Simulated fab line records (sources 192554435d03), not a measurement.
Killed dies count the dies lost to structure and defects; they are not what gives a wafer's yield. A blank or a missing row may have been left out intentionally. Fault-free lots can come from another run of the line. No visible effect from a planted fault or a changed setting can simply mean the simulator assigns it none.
Matching of chambers / flow n5Finfet / aldSin-02 running N5_ILD0_LINER_00: 4 sister chambers
The step material SiNx, target thk 4 nm, pulse time 1 s, purge time 2 s. 4 wafers are shown with their chamber, then 10 later ones without.

EACH WAFER AND ITS CHAMBER
wafer=L089.1; chamber=1; heaterPowerW (W)=900
wafer=L089.5; chamber=3; heaterPowerW (W)=806
wafer=L091.1; chamber=0; heaterPowerW (W)=767
wafer=L091.4; chamber=2; heaterPowerW (W)=871

WAFERS WITHOUT THEIR CHAMBER
wafer=L091.5; heaterPowerW (W)=861
wafer=L093.2; heaterPowerW (W)=767
wafer=L093.3; heaterPowerW (W)=801
wafer=L093.6; heaterPowerW (W)=878
wafer=L094.1; heaterPowerW (W)=905
wafer=L094.2; heaterPowerW (W)=868
wafer=L094.4; heaterPowerW (W)=798
wafer=L096.1; heaterPowerW (W)=792
wafer=L096.3; heaterPowerW (W)=762
wafer=L096.5; heaterPowerW (W)=798

CHAMBER TAKEN BY EACH
wafer=L091.5; from the rows above=2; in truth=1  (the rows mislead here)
wafer=L093.2; from the rows above=0; in truth=0
wafer=L093.3; from the rows above=3; in truth=3
wafer=L093.6; from the rows above=2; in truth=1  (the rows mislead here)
wafer=L094.1; from the rows above=1; in truth=1
wafer=L094.2; from the rows above=2; in truth=2
wafer=L094.4; from the rows above=3; in truth=3
wafer=L096.1; from the rows above=can't be placed: 3 or 0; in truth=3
wafer=L096.3; from the rows above=0; in truth=0
wafer=L096.5; from the rows above=3; in truth=3
Correctly placed: 7 of 10. From these rows, 1 cannot be placed; in 1 the true chamber is one of the candidates. Wrongly placed: 2.
How it was worked out, from the rows above alone: a wafer's distance from a chamber is the root of the sum, over the readings, of the square of ((its reading less the chamber's mean) divided by the reading's scatter). If the next closest chamber is less than 2 further off than the closest, the wafer can't be placed; otherwise it belongs to the closest. Each chamber's mean is taken over the wafers shown for it. The scatter: with one shown wafer a chamber, the root of the mean of the squares of how far each hidden wafer lies from its nearest shown one.
